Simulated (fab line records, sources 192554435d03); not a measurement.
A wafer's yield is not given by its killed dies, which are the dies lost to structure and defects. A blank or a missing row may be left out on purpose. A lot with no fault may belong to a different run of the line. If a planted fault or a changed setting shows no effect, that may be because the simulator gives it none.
Comparing a struck lot with a sound one    flow n5-finfet    20 steps out of a route of 1938
Sound: the wafers L114.3, L114.5, L114.6. Struck: wafers L118.1, L118.6. (L118.5 of the same lot was not struck and is left out.) The cause comes at the end.
At each step with rows: each side's tool, then ch and its chambers, then its first start. Under that, the readings that differ: sound wafers    struck wafers    difference of the means    sigmas: that difference in standard deviations of wafers without a fault.
alike: same words and numbers on both sides, and readings whose means sit less than 2 such deviations apart. not compared: any withheld reading, any reading some wafer has no value for, any bound like >300 that may hide the same value, and any number with overlapping values for which the record gives no deviation.
A row with sigmas, a row that says differs or no value, or rows on one side alone: a step with any of these is where the two part. When numbers do not overlap yet have no deviation, they are printed without sigmas and do not part them. A reading that every wafer of one side lacks parts them only if that side has two wafers or more.

first, 7 steps without rows for these wafers: N5_PASSIVATION_COAT_38; N5_PASSIVATION_EBR_40; N5_PASSIVATION_SOFTBAKE_39 (time 120 s); N5_PASSIVATION_EXPOSE_41 (exposes mask PASS OPEN, defocus 0 nm, target cd 40000 nm); N5_PASSIVATION_PEB_42; N5_PASSIVATION_DEVELOP_43 (develop time 60 s); N5_PASSIVATION_HARDBAKE_45 (time 120 s).
N5_PASSIVATION_CD_MEAS_44: target cd 40000 nm.
  sound on cd-sem-01 ch 0, day 14 23:50; struck on cd-sem-01 ch 0, day 16 00:32
  alike: cd-nm
N5_PASSIVATION_OVL_MEAS_66:
  sound on overlay-01 ch 0, day 14 23:53; struck on overlay-02 ch 0, day 16 00:34
  alike: PASS_OPEN_OVL
N5_PASSIVATION_INSPECT_67: inspects for defects (macro).
  sound on defect-inspect-01, day 14 23:55; struck on defect-inspect-01, day 16 00:35
  alike: raw-defect-count
N5_PASSIVATION_DESCUM_46: chemistry O2, time 7.9 s.
  sound on rie-diel-03 ch 0,1,2, day 14 23:57; struck on rie-diel-03 ch 3, day 16 00:37
  alike: drypump-motor-current-A, oes-product-au, rf-vpp-V, showerhead-plenum-p-Torr, throttle-valve-pct
  not compared: rf-hours-counter-h
N5_PASSIVATION_PASS_ETCH_47: etches SiNx in CF4/O2, target depth 770 nm, time 385 s.
  sound on rie-diel-03 ch 0,1,2, day 14 23:59; struck on rie-diel-03 ch 3, day 16 00:39
  alike: O2_flow_sccm, drypump-motor-current-A, oes_ar_750_au, oes_o_777_au, oes-product-au, rf-vpp-V, showerhead-plenum-p-Torr, throttle-valve-pct
  not compared: rf-hours-counter-h
N5_PASSIVATION_ETCH_54: etches SiO2 in CHF3/O2, target depth 880 nm, time 440 s.
  sound on rie-diel-03 ch 0,1,2, day 15 00:13; struck on rie-diel-03 ch 3, day 16 00:53
  alike: O2_flow_sccm, drypump-motor-current-A, oes_ar_750_au, oes_o_777_au, oes-product-au, rf-vpp-V, showerhead-plenum-p-Torr, throttle-valve-pct
  not compared: rf-hours-counter-h
N5_PASSIVATION_STRIP_48: strips in O2.
  sound on rie-diel-03 ch 0,1,2, day 15 00:30; struck on rie-diel-03 ch 3, day 16 01:10
  alike: drypump-motor-current-A, oes-product-au, rf-vpp-V, showerhead-plenum-p-Torr, throttle-valve-pct
  not compared: rf-hours-counter-h
then, 4 steps without rows for these wafers: N5_PASSIVATION_STRIP_52 (strips in post etch residue remover, time 1200 s); N5_PASSIVATION_CLEAN_71 (cleans in IPA, time 180 s); N5_PASSIVATION_SRD_72 (time 30 s); N5_PASSIVATION_ANNEAL_56 (time 1800 s).
N5_PASSIVATION_PROBE_49:
  sound on prober-02, day 15 04:28; struck on prober-02, day 16 03:40
reading                   sound           struck     difference  sigmas
defect-limited-yield (%)  90.1 91.4 90.3  83.6 84.0  -6.8        -5
killed-at-other           7 6 5           116 118    +111        +43
killed-dies               117 101 115     194 189    +80         +5
killed-on-rim             12 12 13        31 29      +18         +4
sort_bin_5_function (%)   6.0 4.6 5.3     9.7 9.4    +4.3        +5
sort-n-pass               1063 1079 1065  986 991    -80         -5
sort-yield-pct (%)        90.1 91.4 90.3  83.6 84.0  -6.8        -5
  alike: killed_at_M0_to_M3, killed_at_M4_up, killed-at-contacts, killed-at-front-end, killed-open, killed-short, sort_bin_6_memory
N5_PASSIVATION_INSPECT_57: inspects for defects (macro).
  sound on defect-inspect-02, day 15 04:43; struck on defect-inspect-02, day 16 04:01
reading           sound  struck     difference  sigmas
raw-defect-count  1 3 2  >300 >300  differs     

## WHERE THEY PART
At N5_PASSIVATION_PROBE_49 first; at N5_PASSIVATION_INSPECT_57 last (within this record only).

WHY: what had been put in by the simulator
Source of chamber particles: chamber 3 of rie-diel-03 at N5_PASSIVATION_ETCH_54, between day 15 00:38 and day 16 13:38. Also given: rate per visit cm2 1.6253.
